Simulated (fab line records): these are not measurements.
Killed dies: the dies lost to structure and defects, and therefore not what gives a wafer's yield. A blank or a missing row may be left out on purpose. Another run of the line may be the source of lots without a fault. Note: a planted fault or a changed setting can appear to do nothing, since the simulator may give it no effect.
fab line records	flow n5-finfet
record: lots: 6	wafers: 17	last-day: 17
route steps=1938 shown BEOL_M0_CUTY@708 BEOL_M0@715 BEOL_M4@1111
lots untouched by any fault: they come from a run of this same line in which no faults occurred
start-h: the number of hours between the record's first day and the start of the first shown wafer of the lot	wait-h: time in hours since the lot's previous step	" unchanged from the row above	L1.1+2: a single row standing in for several wafers	- no value, or no start given	* or withheld: withheld	< > ~ a bound
route shown NAME@n: names a module that has steps shown in the file, with the first one's number in the route	usual: average and standard deviation across the fault-free wafers	same: alike in all rows	chamber/n: place in a boat	sites: each site's reading	_std_site: standard deviation across them	_edge_site: inner sites' mean taken away from outer sites' mean	radius-mm: how far each site lies from the wafer's centre	mask NAME#n: copy n	behind: tool/chamber where the wafer was last shaped	hold: why the lot was held/for how many hours/how that ended	device: the n, p or np transistor that did not switch	end of line: tests run on the same wafers once the route is complete	a step given without rows: its recipe and nothing more	killed: dies lost to structure and defects at the first sort, not the wafer's yield	map: dies across one wafer; x = killed, . = not, _ = none there
set.NAME: setting as actually run; set.NAME@STEP: the setting as run at that earlier step	model.NAME: the simulator's own value behind a step, which no gauge read
lots seen at some steps along the route; tables by step, rows by wafer
services: when a tool's chamber went out of use (start-h, in hours from the record's first day, below 0 if earlier), for how many hours, and the reason
== steps ==
step: N5_BEOL_M0_CUTY_CD_MEAS_57
recipe: target-cd-nm: 200	landing-energy-ev: 500	detector: se-inlens	polarity: line
usual: cd-nm: 200.0/0.84
lot.wafer	tool	chamber	start-h	wait-h	cd-nm
L430.2	cd-sem-03	0	150.06	-	199.8
L430.4	"	0	"	"	199.9
L430.5	"	0	"	"	200.5
L433.3	cd-sem-03	0	164.42	-	200.5
L433.5	"	0	"	"	200.7
L433.6	"	0	"	"	202.0
L439.1	cd-sem-02	0	208.25	-	200.5
L439.5	"	0	"	"	201.4
L440.2	cd-sem-02	0	211.92	-	200.3
L440.4	"	0	"	"	200.5
L440.5	"	0	"	"	199.9
L444.1	cd-sem-01	0	237.20	-	200.7
L444.5	"	0	"	"	200.5
L444.6	"	0	"	"	200.1
L446.1	cd-sem-03	0	248.59	-	197.7
L446.4	"	0	"	"	197.9
L446.5	"	0	"	"	200.5
step: N5_BEOL_M0_CUTY_OVL_MEAS_58
recipe: points-per-wafer: 44
usual: M0_ABLK_OVL: -0.4/0.94
lot.wafer	tool	chamber	start-h	wait-h	M0_ABLK_OVL[nm]
L430.2	overlay-02	0	150.09	0.0	0.8
L430.4	"	0	"	"	1.3
L430.5	"	0	"	"	1.1
L433.3	overlay-02	0	164.45	0.0	-2.1
L433.5	"	0	"	"	-2.0
L433.6	"	0	"	"	-0.6
L439.1	overlay-01	0	208.28	0.0	-1.7
L439.5	"	0	"	"	-1.9
L440.2	overlay-01	0	211.95	0.0	0.6
L440.4	"	0	"	"	0.8
L440.5	"	0	"	"	0.2
L444.1	overlay-01	0	237.23	0.0	-1.0
L444.5	"	0	"	"	-0.4
L444.6	"	0	"	"	-1.0
L446.1	overlay-01	0	248.62	0.0	0.2
L446.4	"	0	"	"	0.7
L446.5	"	0	"	"	1.2
step: N5_BEOL_M0_CUTY_INSPECT_59
recipe: mode: adi	inspect-instrument: macro
usual: raw-defect-count: 2.0/1.5
lot.wafer	tool	chamber	start-h	wait-h	raw-defect-count
L430.2	defect-inspect-01	-	150.11	0.0	4
L430.4	"	-	"	"	2
L430.5	"	-	"	"	0
L433.3	defect-inspect-01	-	164.47	0.0	3
L433.5	"	-	"	"	1
L433.6	"	-	"	"	2
L439.1	defect-inspect-02	-	208.30	0.0	1
L439.5	"	-	"	"	1
L440.2	defect-inspect-01	-	211.97	0.0	1
L440.4	"	-	"	"	1
L440.5	"	-	"	"	4
L444.1	defect-inspect-02	-	237.26	0.0	2
L444.5	"	-	"	"	0
L444.6	"	-	"	"	0
L446.1	defect-inspect-01	-	248.65	0.0	2
L446.4	"	-	"	"	2
L446.5	"	-	"	"	2
step: N5_BEOL_M0_CUTY_DESCUM_61
recipe: chemistry: O2	time-s: 7.9	source-power-w: 50	bias-power-w: 20	pressure-mtorr: 20	rf-frequency-hz: 2.712e+07	temp-c: 40	resist: CAR-ArF-block	o2-flow-sccm: 225
step: N5_BEOL_M0_CUTY_ETCH_62
recipe: chemistry: CF4	target: SiARC	mask-material: CAR-ArF-block	time-s: 58.5	ion-energy-ev: 80	pressure-mtorr: 40	source-w: 545	bias-w: 36	Ar_flow_sccm: 100	cf4-flow-sccm: 100	ends: cleared
step: N5_BEOL_M0_CUTY_ETCH_63
recipe: chemistry: N2/H2	target: SOC	target-depth-a: 827	overetch-a: 165	mask-material: SiARC	temp-c: 40	ion-energy-ev: 200	time-s: 124	pressure-mtorr: 30	source-w: 840	bias-w: 150	n2-flow-sccm: 200	h2-flow-sccm: 200
usual: drypump-motor-current-A: 5.8/0.56	h2-flow-sccm: 199.9/0.54	n2-flow-sccm: 199.9/0.53	oes-product-au: 0.64/0.057	rf-vpp-V: 523.7/2.6	showerhead-plenum-p-Torr: 2.54/0.088	throttle-valve-pct: 17.86/0.29
same: time-s: 124
lot.wafer	tool	chamber	start-h	wait-h	drypump-motor-current-A	h2-flow-sccm	n2-flow-sccm	oes-product-au	rf-hours-counter-h	rf-vpp-V	showerhead-plenum-p-Torr	throttle-valve-pct
L430.2	rie-diel-02	3	150.23	0.0	5.1	199.7	200.0	0.56	218	521.4	2.52	18.44
L430.4	"	2	"	"	6.5	200.4	199.6	0.68	78	524.3	2.58	17.93
L430.5	"	3	"	"	5.1	199.9	199.5	0.56	-	522.7	2.52	18.45
L433.3	rie-diel-04	2	164.58	0.0	5.9	199.1	200.4	0.68	63	523.4	2.47	17.85
L433.5	"	2	"	"	5.8	199.4	199.8	0.68	-	522.2	2.47	17.84
L433.6	"	0	"	"	6.5	200.1	200.5	0.56	-	521.8	2.50	17.90
L439.1	rie-diel-06	3	208.42	0.0	4.9	200.7	200.0	0.65	105	523.8	2.57	18.04
L439.5	"	2	"	"	6.0	199.3	199.5	0.59	-	520.8	2.43	17.65
L440.2	rie-diel-04	2	212.09	0.0	5.9	199.8	199.1	0.66	84	522.5	2.47	17.90
L440.4	"	0	"	"	6.5	200.2	200.5	0.80	-	521.4	2.49	17.49
L440.5	"	3	"	"	6.0	200.6	200.1	0.67	-	528.1	2.69	17.73
L444.1	rie-diel-06	0	237.37	0.0	6.8	199.8	200.1	0.63	130	519.1	2.45	17.55
L444.5	"	1	"	"	5.7	199.9	200.0	0.60	-	525.9	2.65	18.25
L444.6	"	0	"	"	6.8	199.7	199.7	0.62	-	520.8	2.45	17.55
L446.1	rie-diel-04	2	248.77	0.0	5.8	200.7	200.6	0.64	97	521.5	2.46	17.91
L446.4	"	0	"	"	6.5	200.9	199.4	0.75	16	522.5	2.49	17.54
L446.5	"	3	"	"	6.0	199.4	199.9	0.67	-	526.6	2.68	17.75
step: N5_BEOL_M0_CUTY_STRIP_64
recipe: chemistry: N2/H2	temp-c: 40	n2-flow-sccm: 200	h2-flow-sccm: 200	rf-frequency-hz: 6e+07
step: N5_BEOL_M0_ETCH_138
recipe: chemistry: CH3F/O2	target-depth-a: 120	target: SiCN	time-s: 31.6	ion-energy-ev: 120	pressure-mtorr: 30	source-w: 395	bias-w: 75	Ar_flow_sccm: 150	CH3F_flow_sccm: 30	O2_flow_sccm: 20	ends: cleared
usual: drypump-motor-current-A: 5.8/0.56	etch-rf-on-time-s: 29.2/0.72	oes-product-au: 0.67/0.065	rf-vpp-V: 297.3/1.6	showerhead-plenum-p-Torr: 2.00/0.068	throttle-valve-pct: 16.31/0.27
lot.wafer	tool	chamber	start-h	wait-h	drypump-motor-current-A	etch-rf-on-time-s	oes-product-au	rf-hours-counter-h	rf-vpp-V	showerhead-plenum-p-Torr	throttle-valve-pct
L430.2	rie-diel-02	3	150.35	0.0	5.1	29.4	0.57	219	295.1	1.98	16.80
L430.4	"	2	"	"	6.5	28.8	0.72	78	298.5	2.02	16.42
L430.5	"	3	"	"	5.1	29.9	0.57	-	296.6	1.98	16.81
L433.3	rie-diel-04	2	164.71	0.0	5.8	28.6	0.71	63	296.0	1.95	16.29
L433.5	"	2	"	"	5.9	29.7	0.71	-	295.8	1.95	16.30
L433.6	"	0	"	"	6.5	30.3	0.58	-	296.2	1.98	16.56
L439.1	rie-diel-06	3	208.54	0.0	4.9	28.0	0.68	105	297.1	2.01	16.40
L439.5	"	2	"	"	5.9	29.0	0.62	-	295.3	1.92	16.23
L440.2	rie-diel-04	2	212.21	0.0	5.9	28.5	0.69	84	296.6	1.94	16.33
L440.4	"	0	"	"	6.5	29.1	0.85	-	297.7	1.97	16.12
L440.5	"	3	"	"	6.0	29.2	0.70	-	298.7	2.11	16.18
L444.1	rie-diel-06	0	237.49	0.0	6.8	29.1	0.65	130	295.4	1.92	16.05
L444.5	"	1	"	"	5.7	29.6	0.62	-	297.3	2.08	16.68
L444.6	"	0	"	"	6.8	29.6	0.65	-	294.6	1.92	16.03
L446.1	rie-diel-04	2	248.89	0.0	5.8	29.3	0.67	98	295.3	1.93	16.37
L446.4	"	0	"	"	6.5	28.7	0.80	16	296.2	1.97	16.14
L446.5	"	3	"	"	6.0	28.9	0.70	-	300.4	2.10	16.21
step: N5_BEOL_M0_HM_OPEN_105
recipe: chemistry: Cl2/BCl3	target-depth-a: 120	target: TiN	ion-energy-ev: 150	pressure-mtorr: 10	icp-w: 1000	bias-w: 126	Cl2_flow_sccm: 53.25	bcl3-flow-sccm: 21.75	Ar_flow_sccm: 25
step: N5_BEOL_M0_STRIP_140
recipe: chemistry: CF4	resist: SiARC	power-w: 300	bias-power-w: 75	pressure-mtorr: 50	cf4-flow-sccm: 150	rf-frequency-hz: 6e+07
usual: drypump-motor-current-A: 5.8/0.55	oes-product-au: 0.78/0.075	rf-vpp-V: 271.2/1.8	showerhead-plenum-p-Torr: 1.79/0.054	throttle-valve-pct: 13.60/0.27
lot.wafer	tool	chamber	start-h	wait-h	drypump-motor-current-A	oes-product-au	rf-hours-counter-h	rf-vpp-V	showerhead-plenum-p-Torr	throttle-valve-pct
L430.2	rie-diel-04	3	151.30	0.2	6.0	0.85	46	274.7	1.90	13.39
L430.4	"	0	"	"	6.5	0.69	-	270.5	1.77	13.84
L430.5	"	3	"	"	6.0	0.84	-	272.3	1.90	13.41
L433.3	rie-diel-06	2	167.38	0.1	5.9	0.73	153	268.5	1.72	13.49
L433.5	"	2	"	"	5.9	0.72	-	272.8	1.72	13.49
L433.6	"	1	"	"	5.7	0.75	-	271.2	1.86	13.85
L439.1	rie-diel-04	3	210.84	0.1	6.0	0.81	72	270.1	1.89	13.46
L439.5	"	3	"	"	6.0	0.82	-	270.9	1.89	13.47
L440.2	rie-diel-02	2	217.99	0.1	6.5	0.81	96	272.2	1.80	13.66
L440.4	"	0	"	"	5.2	0.85	38	271.4	1.75	13.05
L440.5	"	2	"	"	6.5	0.80	-	271.4	1.80	13.65
L444.1	rie-diel-06	1	237.77	0.1	5.7	0.72	164	275.0	1.85	13.91
L444.5	"	0	"	"	6.8	0.76	-	269.2	1.74	13.45
L444.6	"	1	"	"	5.7	0.72	-	274.1	1.85	13.91
L446.1	rie-diel-02	1	250.78	0.1	5.5	0.69	234	275.2	1.84	13.91
L446.4	"	0	"	"	5.2	0.83	50	266.9	1.75	13.09
L446.5	"	2	"	"	6.4	0.78	-	271.2	1.80	13.67
step: N5_BEOL_M0_STRIP_104
recipe: chemistry: N2/H2	power-w: 450	temp-c: 40	pressure-mtorr: 20	rf-frequency-hz: 6e+07	overash-fraction: 0.3	bias-power-w: 7	h2-frac: 0.5	n2-flow-sccm: 200	h2-flow-sccm: 200
usual: drypump-motor-current-A: 5.8/0.55	h2-flow-sccm: 199.9/0.54	n2-flow-sccm: 200.1/0.55	oes-product-au: 0.79/0.082	rf-vpp-V: 59.1/1.5	showerhead-plenum-p-Torr: 2.54/0.082	throttle-valve-pct: 23.7/0.32
lot.wafer	tool	chamber	start-h	wait-h	drypump-motor-current-A	h2-flow-sccm	n2-flow-sccm	oes-product-au	rf-hours-counter-h	rf-vpp-V	showerhead-plenum-p-Torr	throttle-valve-pct
L430.2	rie-diel-04	3	151.32	0.0	6.0	200.3	199.8	0.87	46	61.1	2.69	23.5
L430.4	"	0	"	"	6.5	200.1	199.8	0.68	-	57.9	2.49	23.6
L430.5	"	3	"	"	6.0	199.7	200.2	0.87	-	57.6	2.69	23.5
L433.3	rie-diel-06	2	167.40	0.0	6.0	200.7	200.0	0.73	153	59.4	2.43	23.4
L433.5	"	2	"	"	6.0	201.0	199.8	0.73	-	61.3	2.43	23.3
L433.6	"	1	"	"	5.7	199.7	200.2	0.74	-	60.6	2.65	24.1
L439.1	rie-diel-04	3	210.86	0.0	6.0	199.3	200.5	0.83	72	56.7	2.68	23.6
L439.5	"	3	"	"	6.0	199.3	200.6	0.82	-	58.5	2.68	23.6
L440.2	rie-diel-02	2	218.01	0.0	6.5	200.1	199.0	0.81	96	62.3	2.56	23.8
L440.4	"	0	"	"	5.3	199.8	199.6	0.85	38	58.9	2.48	23.5
L440.5	"	2	"	"	6.5	200.0	199.0	0.80	-	59.2	2.56	23.8
L444.1	rie-diel-06	1	237.79	0.0	5.7	198.6	200.1	0.72	164	58.9	2.64	24.1
L444.5	"	0	"	"	6.9	199.6	200.8	0.76	-	59.0	2.44	23.2
L444.6	"	1	"	"	5.7	199.8	200.1	0.74	-	61.4	2.64	24.1
L446.1	rie-diel-02	1	250.80	0.0	5.5	199.5	200.5	0.68	234	58.9	2.62	24.0
L446.4	"	0	"	"	5.2	200.2	199.4	0.87	50	57.6	2.48	23.5
L446.5	"	2	"	"	6.5	199.4	200.2	0.80	-	60.9	2.56	23.8
step: N5_BEOL_M0_WET_ETCH_106
recipe: chemistry: DHF	dilution: 10:1	temp-c: 25	target: SiO2	target-depth-a: 1300	dry: ipa-marangoni	rinse-time-s: 30	rinse-temp-c: 23
step: N5_BEOL_M0_ETCH_128
recipe: chemistry: CF4/N2	target-depth-a: 120	overetch-a: 51	target: SiCN	time-s: 21.4	ion-energy-ev: 150	pressure-mtorr: 40	source-w: 430	bias-w: 70	Ar_flow_sccm: 100	cf4-flow-sccm: 60	n2-flow-sccm: 60
usual: drypump-motor-current-A: 5.8/0.57	n2-flow-sccm: 59.99/0.19	oes-product-au: 0.54/0.049	rf-vpp-V: 382.1/1.8	showerhead-plenum-p-Torr: 2.20/0.069	throttle-valve-pct: 15.44/0.26
same: time-s: 21.4
lot.wafer	tool	chamber	start-h	wait-h	drypump-motor-current-A	n2-flow-sccm	oes-product-au	rf-hours-counter-h	rf-vpp-V	showerhead-plenum-p-Torr	throttle-valve-pct	model.TiN_of_BEOL_M0_SAQP_HM_DEP_02.thk-nm
L430.2	rie-diel-06	1	151.52	0.0	5.7	59.70	0.52	130	384.9	2.30	15.70	11
L430.4	"	3	"	"	4.9	59.82	0.55	81	382.6	2.23	15.43	10.8
L430.5	"	2	"	"	6.0	60.41	0.51	-	379.5	2.12	15.29	10.8
L433.3	rie-diel-04	0	167.90	0.4	6.5	59.98	0.47	242	381.9	2.18	15.66	10.8
L433.5	"	0	"	"	6.5	60.00	0.48	-	381.3	2.18	15.67	10.8
L433.6	"	2	"	"	5.8	59.87	0.58	-	381.5	2.14	15.40	10.8
L439.1	rie-diel-06	3	211.01	0.0	4.9	59.97	0.53	105	383.8	2.22	15.49	11.2
L439.5	"	3	"	"	4.9	59.95	0.54	-	383.8	2.22	15.48	10.6
L440.2	rie-diel-06	0	218.13	0.0	6.8	60.09	0.53	124	381.1	2.13	15.20	11
L440.4	"	3	"	"	4.9	60.12	0.54	109	382.9	2.22	15.50	10.8
L440.5	"	0	"	"	6.8	60.07	0.54	-	380.2	2.13	15.18	10.4
L444.1	rie-diel-04	3	238.57	0.7	6.0	60.15	0.55	83	384.5	2.32	15.33	11
L444.5	"	2	"	"	5.8	59.81	0.55	-	380.3	2.14	15.44	11
L444.6	"	3	"	"	6.0	60.05	0.56	-	384.9	2.32	15.33	11
L446.1	rie-diel-02	0	251.19	0.3	5.3	59.98	0.58	50	382.6	2.15	14.96	10.8
L446.4	"	3	"	"	5.1	59.78	0.46	250	381.3	2.17	15.97	10.8
L446.5	"	3	"	"	5.1	59.81	0.46	-	380.5	2.17	15.97	11
step: N5_BEOL_M0_TRENCH_ETCH_107
recipe: chemistry: C4F6/O2	target-depth-a: 328	target: SiOC	time-s: 16.4	ion-energy-ev: 250	pressure-mtorr: 30	source-w: 355	bias-w: 185	Ar_flow_sccm: 300	C4F6_flow_sccm: 10	O2_flow_sccm: 10
usual: drypump-motor-current-A: 5.8/0.57	oes-product-au: 0.78/0.077	rf-vpp-V: 670/5.6	showerhead-plenum-p-Torr: 2.84/0.088	throttle-valve-pct: 20.87/0.27
same: time-s: 16.4
lot.wafer	tool	chamber	start-h	wait-h	drypump-motor-current-A	oes-product-au	rf-hours-counter-h	rf-vpp-V	showerhead-plenum-p-Torr	throttle-valve-pct	model.TiN_of_BEOL_M0_SAQP_HM_DEP_02.thk-nm
L430.2	rie-diel-06	1	151.56	0.0	5.7	0.76	130	674	2.97	21.19	9.6
L430.4	"	3	"	"	4.9	0.82	81	673	2.87	20.91	9.4
L430.5	"	2	"	"	6.0	0.74	-	670	2.74	20.69	9.4
L433.3	rie-diel-04	0	167.95	0.0	6.5	0.68	242	662	2.81	21.08	9.6
L433.5	"	0	"	"	6.5	0.68	-	663	2.81	21.06	9.6
L433.6	"	2	"	"	5.9	0.84	-	673	2.77	20.89	9.4
L439.1	rie-diel-06	3	211.05	0.0	4.9	0.78	105	674	2.86	20.95	9.8
L439.5	"	3	"	"	4.9	0.79	-	677	2.86	20.97	9.2
L440.2	rie-diel-06	0	218.17	0.0	6.8	0.76	124	666	2.73	20.50	9.6
L440.4	"	3	"	"	4.9	0.78	109	675	2.86	20.96	9.6
L440.5	"	0	"	"	6.8	0.77	-	667	2.73	20.50	9.2
L444.1	rie-diel-04	3	238.61	0.0	6.0	0.81	83	677	2.99	20.75	9.6
L444.5	"	2	"	"	5.8	0.80	-	673	2.76	20.91	9.6
L444.6	"	3	"	"	6.0	0.81	-	677	2.99	20.76	9.6
L446.1	rie-diel-02	0	251.23	0.0	5.3	0.85	50	661	2.77	20.39	9.6
L446.4	"	3	"	"	5.1	0.64	250	658	2.80	21.39	9.6
L446.5	"	3	"	"	5.1	0.64	-	659	2.80	21.38	9.8
step: N5_BEOL_M0_STRIP_142
recipe: chemistry: N2/H2	time-s: 10	power-w: 450	temp-c: 40	pressure-mtorr: 20	rf-frequency-hz: 6e+07	bias-power-w: 7	n2-flow-sccm: 200	h2-flow-sccm: 200
usual: drypump-motor-current-A: 5.8/0.57	h2-flow-sccm: 199.9/0.57	n2-flow-sccm: 199.9/0.58	oes-product-au: 0.78/0.076	rf-vpp-V: 59.0/0.84	showerhead-plenum-p-Torr: 2.53/0.084	throttle-valve-pct: 23.7/0.34
same: time-s: 10
lot.wafer	tool	chamber	start-h	wait-h	drypump-motor-current-A	h2-flow-sccm	n2-flow-sccm	oes-product-au	rf-hours-counter-h	rf-vpp-V	showerhead-plenum-p-Torr	throttle-valve-pct
L430.2	rie-diel-06	1	151.58	0.0	5.7	199.2	200.2	0.76	130	59.6	2.66	24.1
L430.4	"	3	"	"	4.9	199.6	199.8	0.83	81	59.2	2.57	24.0
L430.5	"	2	"	"	5.9	200.0	199.9	0.74	-	58.9	2.43	23.3
L433.3	rie-diel-04	0	167.97	0.0	6.5	200.0	199.8	0.69	242	58.1	2.49	23.6
L433.5	"	0	"	"	6.5	200.6	199.8	0.67	-	59.3	2.49	23.6
L433.6	"	2	"	"	5.9	199.4	199.6	0.84	-	58.9	2.47	23.8
L439.1	rie-diel-06	3	211.07	0.0	4.9	200.0	200.5	0.80	105	58.4	2.56	24.0
L439.5	"	3	"	"	4.9	200.1	199.2	0.79	-	58.0	2.56	24.1
L440.2	rie-diel-06	0	218.20	0.0	6.9	200.1	200.8	0.77	124	59.4	2.45	23.3
L440.4	"	3	"	"	4.9	199.6	199.9	0.79	109	60.1	2.56	24.1
L440.5	"	0	"	"	6.8	199.7	200.1	0.77	-	59.3	2.45	23.2
L444.1	rie-diel-04	3	238.64	0.0	6.0	200.4	200.3	0.82	83	59.6	2.68	23.6
L444.5	"	2	"	"	5.8	200.2	199.5	0.81	-	59.1	2.46	23.8
L444.6	"	3	"	"	6.0	199.9	200.5	0.81	-	58.0	2.68	23.6
L446.1	rie-diel-02	0	251.25	0.0	5.3	199.7	199.4	0.86	50	59.5	2.48	23.6
L446.4	"	3	"	"	5.1	200.2	200.5	0.66	250	59.0	2.51	24.4
L446.5	"	3	"	"	5.1	199.4	199.8	0.66	-	59.6	2.50	24.4
step: N5_BEOL_M4_RC_MEAS_101
usual: DIBL_N: 36.3/1	DIBL_P: 36.2/1.4	IOFF_N: 0.157/0.021	IOFF_P: 0.206/0.025	ION_N: 673/9	ION_P: 461/6.4	SS_N: 71.5/0.5	SS_P: 73.2/0.47	VT_N: 249.9/2.4	VT_P: -250.6/2.9
lot.wafer	tool	chamber	start-h	wait-h	DIBL_N[mV/V]	DIBL_P[mV/V]	IOFF_N[nA/um]	IOFF_P[nA/um]	ION_N[uA/um]	ION_P[uA/um]	SS_N[mV/dec]	SS_P[mV/dec]	VT_N[mV]	VT_P[mV]
L430.2	prober-01	0	201.70	0.2	38.3	36.8	0.173	0.210	677	462	71.7	73.0	248.6	-252.0
L430.4	"	0	"	"	37.3	36.1	0.155	0.206	684	468	71.7	73.3	248.2	-249.6
L430.5	"	0	"	"	37.6	37.2	0.176	0.225	683	464	71.7	73.3	246.7	-250.1
L433.3	prober-02	0	211.57	0.3	37.2	37.5	0.185	0.213	680	455	71.5	73.9	246.9	-251.7
L433.5	"	0	"	"	35.6	35.5	0.149	0.183	675	462	71.3	73.5	248.9	-252.8
L433.6	"	0	"	"	35.9	35.8	0.148	0.178	672	452	71.0	72.6	251.5	-255.5
L440.2	prober-01	0	255.78	0.2	35.6	33.8	0.126	0.183	664	460	71.2	72.9	251.8	-251.5
L440.4	"	0	"	"	35.0	33.9	0.120	0.179	667	457	70.8	73.3	252.0	-251.5
L440.5	"	0	"	"	38.7	37.9	0.177	0.247	671	464	71.3	73.9	247.2	-248.3
L439.1	prober-02	0	263.38	0.0	36.6	36.2	0.157	0.230	686	472	71.8	73.2	248.0	-243.7
L439.5	"	0	"	"	37.2	35.9	0.153	0.236	670	465	71.6	72.6	249.0	-248.2
L444.1	prober-01	0	287.14	0.7	35.0	35.7	0.142	0.211	672	465	71.1	73.6	251.9	-249.7
L444.5	"	0	"	"	34.8	34.8	0.135	0.197	663	460	71.2	72.9	253.0	-250.3
L444.6	"	0	"	"	34.8	35.1	0.132	0.201	666	462	71.5	73.0	251.2	-251.1
L446.1	prober-02	0	301.67	0.0	37.1	37.4	0.172	0.208	676	463	71.5	73.3	251.2	-251.8
L446.4	"	0	"	"	36.7	36.5	0.165	0.203	674	458	71.5	73.2	250.1	-251.7
L446.5	"	0	"	"	35.8	36.0	0.148	0.184	675	456	71.2	74.2	251.8	-252.5
== services ==
tool	chamber	start-h	hours	kind
rie-diel-04	1	151.30	-	clean
rie-diel-04	1	151.30	-	consumable-replace:focus-ring
rie-diel-04	1	151.30	20.6	scheduled-down
rie-diel-04	1	151.30	20.6	vent-cycle
rie-diel-06	2	154.30	2.7	repair
rie-diel-02	-	187.98	14.6	pm
rie-diel-04	0	191.11	-	clean
rie-diel-04	0	191.11	-	consumable-replace:focus-ring
rie-diel-04	0	191.11	17.0	scheduled-down
rie-diel-04	0	191.11	17.0	vent-cycle
rie-diel-04	1	209.25	5.5	repair
rie-diel-04	0	234.06	1.5	repair
== key ==
first-sign none at tools or gauges
model-effect: step: N5_BEOL_M0_ETCH_128	value: TiN_of_BEOL_M0_SAQP_HM_DEP_02.thk-nm	without: 11	struck: 10.5
model-effect: step: N5_BEOL_M0_TRENCH_ETCH_107	value: TiN_of_BEOL_M0_SAQP_HM_DEP_02.thk-nm	without: 9.8	struck: 9.2
met-at N5_BEOL_M0_ETCH_128
struck-wafers L439.5,L440.5
onset-between 151.52 211.01
fault: kind: process-parameter-drift	tool: rie-diel-06	chamber: -	onset-h: 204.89	steps: N5_BEOL_M0_ETCH_128	channel: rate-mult	offset: 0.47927	shape: step	end-h: 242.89	scope: struck-wafers-only
